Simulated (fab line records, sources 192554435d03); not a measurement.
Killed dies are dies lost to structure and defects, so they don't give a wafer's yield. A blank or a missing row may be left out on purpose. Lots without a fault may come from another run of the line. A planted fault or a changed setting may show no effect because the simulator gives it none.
fab line records | flow n5_finfet
record lots=7 wafers=39
route steps=1938 shown HKMG_FIN@397 MOL_CONTACT_COAG@559 BEOL_M3@1018 BEOL_M6@1239
start_h: hours from the record's first day to the start of the lot's first wafer shown | wait_h: hours since the lot's step before | " the same as in the row above | L1.1+2: a row that stands for several wafers | - no value, or no start given | * or withheld: withheld | < > ~ a bound
route shown NAME@n: a module of which the file shows steps, and the number in the route of the first | usual: mean/standard deviation of fault-free wafers | same: alike in all rows | chamber/n: place in a boat | sites: the reading at each site | _std_site: their standard deviation | _edge_site: outer sites' mean less inner sites' | radius_mm: how far each site lies from the wafer's centre | mask NAME#n: copy n | behind: the tool/chamber that last shaped the wafer | hold: why the lot was held/for how many hours/how that ended | device: the transistor (n, p or np) that didn't switch | end of line: the same wafers' tests at the end of the route | a step without rows: its recipe alone | killed: dies lost to structure and defects at the first sort, not the wafer's yield | map: a wafer's dies, x killed, . not, _ none there
set.NAME: the setting as run; set.NAME@STEP: as run at that earlier step | model.NAME: the simulator's own value behind a step, which no gauge read
lots whose settings were changed on purpose; a table a step, a row a wafer
## steps
# step N5_HKMG_FIN_DEVELOP_48
# recipe develop_time_s=30 developer=TMAH resist=CAR-ArF rinse_liquid=diw dry=air_spin dev_temp_c=23
# columns lot.wafer tool chamber start_h wait_h set.develop_time_s
L075.1+2+3+4+5+6 litho_track-04 0 - - 30
L088.1+2+6 litho_track-04 0 - - 30
L089.1+3+6 litho_track-03 0 - - 40.88
L089.2+4+5 " 0 " " 30
L090.1+3+6 litho_track-02 0 - - 30
L090.2+4+5 " 0 " " 47.67
L092.1+2+6 litho_track-02 0 - - 30
L092.3+4+5 " 0 " " 12.3
L094.1+2+4 litho_track-03 0 - - 36.16
L094.3+5+6 " 0 " " 30
L097.1+4+6 litho_track-03 0 - - 30
L097.2+3+5 " 0 " " 37.99
# step N5_HKMG_FIN_CD_MEAS_49
# recipe target_cd_nm=202 landing_energy_ev=500 detector=se_inlens polarity=opening
# usual cd_nm=201.7/0.59
# columns lot.wafer tool chamber start_h wait_h set.develop_time_s@HKMG_FIN_DEVELOP_48 cd_nm
L075.1 cd_sem-03 0 80.59 - 30 202.8
L075.2 " 0 " " 30 201.9
L075.3 " 0 " " 30 202.8
L075.4 " 0 " " 30 202.3
L075.5 " 0 " " 30 202.2
L075.6 " 0 " " 30 202.5
L088.1 cd_sem-03 0 159.03 - 30 201.5
L088.2 " 0 " " 30 201.9
L088.6 " 0 " " 30 202.6
L089.1 cd_sem-01 0 163.75 - 40.88 203.2
L089.2 " 0 " " 30 201.0
L089.3 " 0 " " 40.88 202.3
L089.4 " 0 " " 30 201.2
L089.5 " 0 " " 30 201.5
L089.6 " 0 " " 40.88 202.9
L090.1 cd_sem-03 0 172.65 - 30 201.7
L090.2 " 0 " " 47.67 204.2
L090.3 " 0 " " 30 201.9
L090.4 " 0 " " 47.67 203.6
L090.5 " 0 " " 47.67 203.9
L090.6 " 0 " " 30 201.5
L092.1 cd_sem-01 0 181.18 - 30 201.5
L092.2 " 0 " " 30 200.8
L092.3 " 0 " " 12.3 197.4
L092.4 " 0 " " 12.3 196.9
L092.5 " 0 " " 12.3 197.7
L092.6 " 0 " " 30 201.6
L094.1 cd_sem-02 0 192.88 - 36.16 203.1
L094.2 " 0 " " 36.16 203.5
L094.3 " 0 " " 30 202.5
L094.4 " 0 " " 36.16 202.7
L094.5 " 0 " " 30 202.3
L094.6 " 0 " " 30 201.8
L097.1 cd_sem-02 0 212.28 - 30 201.7
L097.2 " 0 " " 37.99 202.7
L097.3 " 0 " " 37.99 203.0
L097.4 " 0 " " 30 201.6
L097.5 " 0 " " 37.99 203.2
L097.6 " 0 " " 30 202.2
# step N5_HKMG_FIN_DESCUM_53
# recipe chemistry=O2 time_s=7.9 source_power_w=50 bias_power_w=20 pressure_mtorr=20 rf_frequency_hz=2.712e+07 temp_c=40 resist=CAR-ArF o2_flow_sccm=225
# step N5_HKMG_FIN_ETCH_54
# recipe chemistry=CF4 target=SiARC target_depth_a=455 mask_material=CAR-ArF time_s=75.8 ion_energy_ev=80 pressure_mtorr=40 source_w=545 bias_w=36 Ar_flow_sccm=100 cf4_flow_sccm=100 ends=cleared
# columns lot.wafer tool chamber start_h wait_h set.develop_time_s@HKMG_FIN_DEVELOP_48 model.HKMG_FIN.cd_offset_nm
L075.1 rie_diel-03 2 80.72 0.0 30 0.6
L075.2+5 " 1,2 " " 30 0
L075.3+4+6 " 0,1,0 " " 30 0.4
L088.1 rie_diel-06 0 160.44 0.0 30 -0.6
L088.2 " 1 " " 30 0
L088.6 " 0 " " 30 0.2
L089.1 rie_diel-06 1 165.05 0.0 40.88 1.4
L089.2+4 " 0,1 " " 30 -0.6
L089.3+6 " 3,0 " " 40.88 0.8
L089.5 " 3 " " 30 -0.4
L090.1 rie_diel-06 3 173.36 0.0 30 -0.2
L090.2 " 1 " " 47.67 2.8
L090.3 " 2 " " 30 0.2
L090.4 " 0 " " 47.67 1.8
L090.5 " 1 " " 47.67 2
L090.6 " 0 " " 30 -0.6
L092.1+6 rie_diel-05 0 181.31 0.0 30 -0.6
L092.2 " 1 " " 30 -1.2
L092.3+5 " 3 " " 12.3 -4.4
L092.4 " 1 " " 12.3 -5.4
L094.1+2+4 rie_diel-03 2,0,1 193.01 0.0 36.16 1
L094.3 " 3 " " 30 0
L094.5 " 1 " " 30 0.4
L094.6 " 0 " " 30 -0.2
L097.1 rie_diel-03 2 212.54 0.0 30 -0.4
L097.2 " 0 " " 37.99 0.2
L097.3+5 " 1 " " 37.99 1
L097.4 " 2 " " 30 -0.6
L097.6 " 0 " " 30 0
# step N5_HKMG_FIN_ETCH_55
# recipe chemistry=N2/H2 target=SOC target_depth_a=2400 temp_c=40 time_s=300 ion_energy_ev=200 mask_material=SiARC pressure_mtorr=30 source_w=840 bias_w=150 n2_flow_sccm=200 h2_flow_sccm=200
# step N5_HKMG_FIN_STRIP_56
# recipe chemistry=N2/H2 temp_c=40 n2_flow_sccm=200 h2_flow_sccm=200 rf_frequency_hz=6e+07
# step N5_HKMG_FIN_STRIP_57
# recipe chemistry=CF4 resist=SiARC power_w=300 bias_power_w=75 pressure_mtorr=50 cf4_flow_sccm=150 rf_frequency_hz=6e+07
# step N5_HKMG_FIN_ETCH_58
# recipe chemistry=N2/H2 target=SOC target_depth_a=2158 ion_energy_ev=50 bias_w=13 time_s=741 pressure_mtorr=30 source_w=875 n2_flow_sccm=200 h2_flow_sccm=200
# columns lot.wafer tool chamber start_h wait_h set.develop_time_s@HKMG_FIN_DEVELOP_48 model.HKMG_FIN.cd_offset_nm
L075.1+3 rie_diel-03 2,0 80.98 0.0 30 0.6
L075.2+5 " 1,2 " " 30 -0.6
L075.4 " 1 " " 30 0
L075.6 " 0 " " 30 0.2
L088.1 rie_diel-06 0 160.71 0.0 30 -1
L088.2 " 1 " " 30 0.6
L088.6 " 0 " " 30 -0.2
L089.1 rie_diel-06 1 165.31 0.0 40.88 1.8
L089.2 " 0 " " 30 -1.2
L089.3 " 3 " " 40.88 0
L089.4 " 1 " " 30 -0.2
L089.5 " 3 " " 30 -0.8
L089.6 " 0 " " 40.88 0.4
L090.1+3 rie_diel-06 3,2 173.63 0.0 30 -0.4
L090.2 " 1 " " 47.67 3.2
L090.4 " 0 " " 47.67 1.4
L090.5 " 1 " " 47.67 2.2
L090.6 " 0 " " 30 -1.2
L092.1+2 rie_diel-05 0,1 181.57 0.0 30 -1.4
L092.3+5 " 3 " " 12.3 -4.8
L092.4 " 1 " " 12.3 -5.4
L092.6 " 0 " " 30 -1.2
L094.1+4 rie_diel-03 2,1 193.27 0.0 36.16 1
L094.2 " 0 " " 36.16 1.2
L094.3+6 " 3,0 " " 30 0
L094.5 " 1 " " 30 0.6
L097.1+4 rie_diel-03 2 212.80 0.0 30 -0.6
L097.2 " 0 " " 37.99 0.4
L097.3+5 " 1 " " 37.99 1.2
L097.6 " 0 " " 30 0
# step N5_MOL_CONTACT_COAG_ALD_27
# recipe material=SiOC target_thk_a=170 temp_c=400 ald_precursor_family=carbosiloxane ald_co_reactant=H2-plasma pulse_time_s=1.5 time_s=2720 purge_time_s=2 co_reactant_purge_time_s=2 ald_cycles=340 pressure_torr=2
# columns lot.wafer tool chamber start_h wait_h set.ald_cycles model.SiOC_of_MOL_CONTACT_COAG_ALD_27.thk_nm
L075.1+5 ald_sin-01 1,0 105.39 0.0 483 24.2
L075.2+3+4 " 3,0,1 " " 340 17
L075.6 " 3 " " 483 24
L088.1+2+6 ald_sin-01 3,1,0 185.03 0.6 340 17
L089.1+3+4 ald_sin-04 2,1,1 190.15 1.2 340 17
L089.2+5+6 " 3,3,2 " " 512 25.6
L090.1+2+3+5+6 ald_sin-01 3,0,2,1,2 197.01 0.0 340 17
L090.4 " 1 " " 340 16.8
L092.1+3+4 ald_sin-04 1,2,0 206.08 0.0 542 27
L092.2+5+6 " 3,0,1 " " 340 17
L094.1+4 ald_sin-02 3,0 217.50 0.0 145 7.4
L094.2+5+6 " 1,0,3 " " 340 17
L094.3 " 2 " " 145 7.2
L097.1+2+3 ald_sin-04 1,0,3 237.30 2.3 340 17
L097.4+5+6 " 2,2,1 " " 151 7.6
# step N5_BEOL_M3_DEP_57
# recipe material=SiCN target_thk_a=80 temp_c=withheld precursor=3MS/NH3 pressure_torr=3 rf_w=202 time_s=14
# columns lot.wafer tool chamber start_h wait_h set.target_thk_a model.SiCN_of_BEOL_M3_DEP_57.thk_nm
L075.1+3+5 pecvd-04 1,2,1 163.93 0.0 80 8
L075.2 " 0 " " 80 7.8
L075.4+6 " 0,2 " " 80 8.2
L088.1+6 pecvd-01 1 247.76 0.0 80 7.8
L088.2 " 0 " " 80 8.2
L089.1+4+6 pecvd-01 0,0,1 263.03 0.0 80 7.8
L089.2 " 1 " " 55.93 5.2
L089.3+5 " 2 " " 55.93 5.4
L090.1+2+6 pecvd-01 2,0,0 265.64 0.0 80 7.8
L090.3 " 1 " " 37.09 3.4
L090.4 " 1 " " 37.09 3.6
L090.5 " 2 " " 37.09 3.8
L092.1+2+4 pecvd-01 1,2,0 282.94 0.0 80 8
L092.3+5 " 0,2 " " 125.7 12.6
L092.6 " 1 " " 125.7 12.4
L094.1+3+6 pecvd-01 1,0,1 285.30 0.0 80 7.8
L094.2+4+5 " 2,0,2 " " 80 8
L097.1+4+5 pecvd-01 2,2,0 307.33 0.0 80 8.2
L097.2+3+6 " 0,1,1 " " 80 8
# step N5_BEOL_M6_TRENCH_ETCH_37
# recipe chemistry=C4F6/O2 target_depth_a=944.35 target=SiCOH_lowk time_s=31.5 ion_energy_ev=250 pressure_mtorr=30 source_w=345 bias_w=185 Ar_flow_sccm=300 C4F6_flow_sccm=10 O2_flow_sccm=10
# columns lot.wafer tool chamber start_h wait_h set.time_s model.BEOL_M6.feature_depth_nm model.etch.depth_nm
L075.1 rie_diel-05 2 - - 31.5 95.8 95.74
L075.2 " 1 " " 31.5 92.6 92.64
L075.3 " 3 " " 31.5 93.6 93.68
L075.4 " 0 " " 31.5 94.4 94.45
L075.5 " 1 " " 31.5 93 93.09
L075.6 " 2 " " 31.5 96 96.05
L088.1 rie_diel-06 1 - - 31.5 95.2 95.26
L088.2 " 2 " " 31.5 96 95.92
L088.6 " 1 " " 31.5 96.2 96.16
L089.1 rie_diel-06 3 - - 31.5 94.6 94.64
L089.2 " 2 " " 31.5 96.4 96.37
L089.3 " 0 " " 31.5 94.6 94.56
L089.4 " 1 " " 31.5 97.2 97.17
L089.5 " 0 " " 31.5 94.6 94.5
L089.6 " 3 " " 31.5 95.4 95.32
L090.1 rie_diel-06 0 - - 31.5 94.4 94.38
L090.2 " 2 " " 25.44 77.8 77.89
L090.3 " 3 " " 25.44 76.4 76.49
L090.4 " 1 " " 31.5 96.2 96.19
L090.5 " 0 " " 31.5 94.8 94.84
L090.6 " 1 " " 25.44 77.6 77.61
L092.1 rie_diel-03 1 - - 24.36 73.4 73.49
L092.2 " 2 " " 31.5 93.8 93.84
L092.3 " 0 " " 24.36 74 73.99
L092.4 " 3 " " 31.5 94.2 94.22
L092.5 " 0 " " 31.5 96 95.9
L092.6 " 1 " " 24.36 73.4 73.47
L094.1 rie_diel-03 2 - - 31.5 93.6 93.57
L094.2 " 3 " " 31.5 95.2 95.28
L094.3 " 1 " " 31.5 96 96.04
L094.4 " 0 " " 31.5 97.4 97.3
L094.5 " 3 " " 31.5 96 95.94
L094.6 " 0 " " 31.5 97.4 97.36
L097.1 rie_diel-05 2 - - 31.5 94.2 94.21
L097.2 " 3 " " 31.5 94.2 94.11
L097.3 " 0 " " 31.5 94.6 94.69
L097.4 " 1 " " 31.5 96.8 96.78
L097.5 " 3 " " 31.5 94.6 94.5
L097.6 " 0 " " 31.5 94.8 94.74
# step N5_BEOL_M6_ETCH_41
# recipe chemistry=CH3F/O2 target=SiCN target_depth_a=297 taper_deg=2 time_s=52 ion_energy_ev=120 mask_material=TiN pressure_mtorr=30 source_w=395 bias_w=75 Ar_flow_sccm=150 CH3F_flow_sccm=30 O2_flow_sccm=20
# step N5_BEOL_M6_STRIP_80
# recipe chemistry=N2/H2 time_s=10 power_w=450 temp_c=40 pressure_mtorr=20 rf_frequency_hz=6e+07 bias_power_w=7 n2_flow_sccm=200 h2_flow_sccm=200
# step N5_BEOL_M6_OCD_MEAS_38
# usual trench_depth_nm=94.9/1.3
# columns lot.wafer tool chamber start_h wait_h set.time_s@BEOL_M6_TRENCH_ETCH_37 trench_depth_nm
L075.1 ocd-02 - 204.71 - 31.5 95.7
L075.2 " - " " 31.5 92.8
L075.3 " - " " 31.5 93.9
L075.4 " - " " 31.5 94.5
L075.5 " - " " 31.5 93.4
L075.6 " - " " 31.5 95.7
L088.1 ocd-02 - 285.98 - 31.5 95.3
L088.2 " - " " 31.5 95.9
L088.6 " - " " 31.5 96.4
L089.1 ocd-01 - 295.77 - 31.5 94.4
L089.2 " - " " 31.5 96.6
L089.3 " - " " 31.5 94.2
L089.4 " - " " 31.5 97.0
L089.5 " - " " 31.5 94.8
L089.6 " - " " 31.5 94.7
L090.1 ocd-02 - 301.43 - 31.5 94.2
L090.2 " - " " 25.44 78.2
L090.3 " - " " 25.44 76.4
L090.4 " - " " 31.5 95.9
L090.5 " - " " 31.5 94.8
L090.6 " - " " 25.44 77.3
L092.1 ocd-01 - 325.83 - 24.36 73.8
L092.2 " - " " 31.5 93.8
L092.3 " - " " 24.36 73.5
L092.4 " - " " 31.5 93.9
L092.5 " - " " 31.5 95.9
L092.6 " - " " 24.36 73.0
L094.1 ocd-02 - 331.16 - 31.5 93.2
L094.2 " - " " 31.5 95.0
L094.3 " - " " 31.5 96.1
L094.4 " - " " 31.5 97.1
L094.5 " - " " 31.5 96.0
L094.6 " - " " 31.5 97.6
L097.1 ocd-01 - 355.59 - 31.5 94.2
L097.2 " - " " 31.5 94.6
L097.3 " - " " 31.5 94.7
L097.4 " - " " 31.5 96.9
L097.5 " - " " 31.5 94.3
L097.6 " - " " 31.5 94.6
# step N5_BEOL_M6_HM_STRIP_39
# recipe chemistry=peroxide_tin_strip material=TiN target_depth_a=250 temp_c=50 time_s=158
# step N5_BEOL_M6_SRD_40
# recipe time_s=30 temp_c=23 rinse_liquid=diw dry=ipa_marangoni
# step N5_BEOL_M6_ECD_50
# recipe material=Cu target_thk_a=3000
# step N5_BEOL_M6_ANNEAL_51
# recipe temp_c=225 time_s=90 ambient=N2
# step N5_BEOL_M6_CMP_52
# recipe stop_on=SiCOH_lowk t_overpolish_s=6.9 down_force_psi=1 platen_rpm=50 clearing_platen_down_force_psi=1.5 clearing_platen_rpm=50 post_cmp_clean=cu_alkaline target_thk_nm=80 clearing_platen_pad_velocity_m_s=0.99484 pad_velocity_m_s=0.99484
# columns lot.wafer tool chamber start_h wait_h set.time_s@BEOL_M6_TRENCH_ETCH_37 model.Cu_of_BEOL_M6_ECD_50.thk_nm
L075.2 cmp-02 3 207.41 0.2 31.5 78
L075.1 " 0 " " 31.5 81.8
L075.4+5 " 1,3 " " 31.5 80.2
L075.3 " 2 " " 31.5 79.6
L075.6 " 0 " " 31.5 82
L088.2 cmp-02 2 288.33 0.2 31.5 82.2
L088.1 " 1 " " 31.5 80.2
L088.6 " 3 " " 31.5 81.2
L089.3 cmp-04 1 297.75 0.2 31.5 79.8
L089.1 " 2 " " 31.5 81
L089.4 " 3 " " 31.5 81.8
L089.2 " 0 " " 31.5 80.8
L089.6 " 1 " " 31.5 80.4
L089.5 " 2 " " 31.5 80.2
L090.2 cmp-04 2 304.54 0.2 25.44 63.6
L090.1 " 3 " " 31.5 79.6
L090.3 " 0 " " 25.44 62.2
L090.4 " 1 " " 31.5 81.8
L090.5 " 2 " " 31.5 81.4
L090.6 " 3 " " 25.44 63.2
L092.1 cmp-04 1 327.47 0.3 24.36 58.2
L092.3 " 2 " " 24.36 58.8
L092.4 " 3 " " 31.5 78.6
L092.2 " 0 " " 31.5 79.8
L092.6 " 1 " " 24.36 59
L092.5 " 2 " " 31.5 81.4
L094.1 cmp-02 2 334.31 0.3 31.5 78.2
L094.3+5 " 3,2 " " 31.5 81
L094.2 " 0 " " 31.5 79.4
L094.4 " 1 " " 31.5 81.2
L094.6 " 3 " " 31.5 82
L097.3+6 cmp-04 3,0 359.55 0.2 31.5 77.8
L097.2 " 0 " " 31.5 77.4
L097.4 " 1 " " 31.5 80.8
L097.1 " 2 " " 31.5 77.6
L097.5 " 3 " " 31.5 78
# step N5_BEOL_M6_THK_MEAS_53
# recipe thk_meas_gauge=xrf reads=Cu_of_BEOL_M6_ECD_50
# usual M6_THK=80.0/1.8
# columns lot.wafer tool chamber start_h wait_h set.time_s@BEOL_M6_TRENCH_ETCH_37 M6_THK[nm]
L075.1 film_metro-02 - 207.70 - 31.5 81.6
L075.2 " - " " 31.5 77.6
L075.3 " - " " 31.5 79.2
L075.4 " - " " 31.5 80.1
L075.5 " - " " 31.5 79.9
L075.6 " - " " 31.5 81.7
L088.1 film_metro-02 - 288.62 - 31.5 81.1
L088.2 " - " " 31.5 83.0
L088.6 " - " " 31.5 82.0
L089.1 film_metro-01 - 298.04 - 31.5 81.6
L089.2 " - " " 31.5 80.8
L089.3 " - " " 31.5 79.9
L089.4 " - " " 31.5 81.8
L089.5 " - " " 31.5 80.4
L089.6 " - " " 31.5 80.5
L090.1 film_metro-01 - 304.83 - 31.5 79.1
L090.2 " - " " 25.44 63.4
L090.3 " - " " 25.44 62.0
L090.4 " - " " 31.5 81.6
L090.5 " - " " 31.5 81.1
L090.6 " - " " 25.44 62.9
L092.1 film_metro-01 - 327.77 - 24.36 58.0
L092.2 " - " " 31.5 79.7
L092.3 " - " " 24.36 58.6
L092.4 " - " " 31.5 78.6
L092.5 " - " " 31.5 81.2
L092.6 " - " " 24.36 58.9
L094.1 film_metro-01 - 334.60 - 31.5 77.6
L094.2 " - " " 31.5 78.8
L094.3 " - " " 31.5 80.2
L094.4 " - " " 31.5 80.2
L094.5 " - " " 31.5 80.4
L094.6 " - " " 31.5 81.3
L097.1 film_metro-01 - 359.84 - 31.5 76.9
L097.2 " - " " 31.5 76.7
L097.3 " - " " 31.5 77.3
L097.4 " - " " 31.5 79.9
L097.5 " - " " 31.5 77.4
L097.6 " - " " 31.5 77.3
# step N5_BEOL_M6_PRE_CLEAN_55
# recipe gas=NH3 time_s=15 temp_c=withheld rf_power_w=300
# step N5_BEOL_M6_DEP_56
# recipe material=SiCN target_thk_a=100 temp_c=withheld precursor=3MS/NH3 pressure_torr=3 rf_w=202 time_s=17.5
# step N5_BEOL_M6_RS_MEAS_57
# recipe thk_meas_gauge=four-point-probe reads=Cu_of_BEOL_M6_ECD_50+Co_of_BEOL_M6_CVD_78+TaN_of_BEOL_M6_ALD_77
# usual M6_RS=0.287/0.0067
# columns lot.wafer tool chamber start_h wait_h set.time_s@BEOL_M6_TRENCH_ETCH_37 M6_RS[ohm/sq]
L075.1 film_metro-02 - 207.86 0.1 31.5 0.279
L075.2 " - " " 31.5 0.295
L075.3 " - " " 31.5 0.288
L075.4 " - " " 31.5 0.285
L075.5 " - " " 31.5 0.285
L075.6 " - " " 31.5 0.278
L088.1 film_metro-01 - 288.75 0.1 31.5 0.285
L088.2 " - " " 31.5 0.277
L088.6 " - " " 31.5 0.282
L089.1 film_metro-02 - 298.17 0.1 31.5 0.282
L089.2 " - " " 31.5 0.282
L089.3 " - " " 31.5 0.287
L089.4 " - " " 31.5 0.279
L089.5 " - " " 31.5 0.285
L089.6 " - " " 31.5 0.285
L090.1 film_metro-01 - 304.97 0.1 31.5 0.287
L090.2 " - " " 25.44 0.375
L090.3 " - " " 25.44 0.385
L090.4 " - " " 31.5 0.278
L090.5 " - " " 31.5 0.280
L090.6 " - " " 25.44 0.378
L092.1 film_metro-02 - 327.90 0.1 24.36 0.418
L092.2 " - " " 31.5 0.287
L092.3 " - " " 24.36 0.414
L092.4 " - " " 31.5 0.292
L092.5 " - " " 31.5 0.281
L092.6 " - " " 24.36 0.413
L094.1 film_metro-02 - 334.73 0.1 31.5 0.295
L094.2 " - " " 31.5 0.289
L094.3 " - " " 31.5 0.282
L094.4 " - " " 31.5 0.281
L094.5 " - " " 31.5 0.282
L094.6 " - " " 31.5 0.279
L097.1 film_metro-02 - 359.97 0.1 31.5 0.297
L097.2 " - " " 31.5 0.297
L097.3 " - " " 31.5 0.296
L097.4 " - " " 31.5 0.283
L097.5 " - " " 31.5 0.294
L097.6 " - " " 31.5 0.295
## key
split step=N5_HKMG_FIN_DEVELOP_48 setting=develop_time_s stated=30 by=wafer
response step=N5_HKMG_FIN_CD_MEAS_49 reading=cd_nm change=+0.05 per=1% r=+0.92
response step=N5_HKMG_FIN_ETCH_54 reading=model.HKMG_FIN.cd_offset_nm change=+0.0507 per=1% r=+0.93
response step=N5_HKMG_FIN_ETCH_58 reading=model.HKMG_FIN.cd_offset_nm change=+0.0527 per=1% r=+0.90
split step=N5_MOL_CONTACT_COAG_ALD_27 setting=ald_cycles stated=340 by=wafer
response step=N5_MOL_CONTACT_COAG_ALD_27 reading=model.SiOC_of_MOL_CONTACT_COAG_ALD_27.thk_nm change=+0.169 per=1% r=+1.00
split step=N5_BEOL_M3_DEP_57 setting=target_thk_a stated=80 by=wafer
response step=N5_BEOL_M3_DEP_57 reading=model.SiCN_of_BEOL_M3_DEP_57.thk_nm change=+0.0793 per=1% r=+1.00
split step=N5_BEOL_M6_TRENCH_ETCH_37 setting=time_s stated=31.5 by=wafer
response step=N5_BEOL_M6_TRENCH_ETCH_37 reading=model.BEOL_M6.feature_depth_nm change=+0.929 per=1% r=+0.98
response step=N5_BEOL_M6_TRENCH_ETCH_37 reading=model.etch.depth_nm change=+0.926 per=1% r=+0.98
response step=N5_BEOL_M6_OCD_MEAS_38 reading=trench_depth_nm change=+0.925 per=1% r=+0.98
response step=N5_BEOL_M6_CMP_52 reading=model.Cu_of_BEOL_M6_ECD_50.thk_nm change=+0.936 per=1% r=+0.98
response step=N5_BEOL_M6_THK_MEAS_53 reading=M6_THK change=+0.937 per=1% r=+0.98
response step=N5_BEOL_M6_RS_MEAS_57 reading=M6_RS change=-0.00542 per=1% r=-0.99
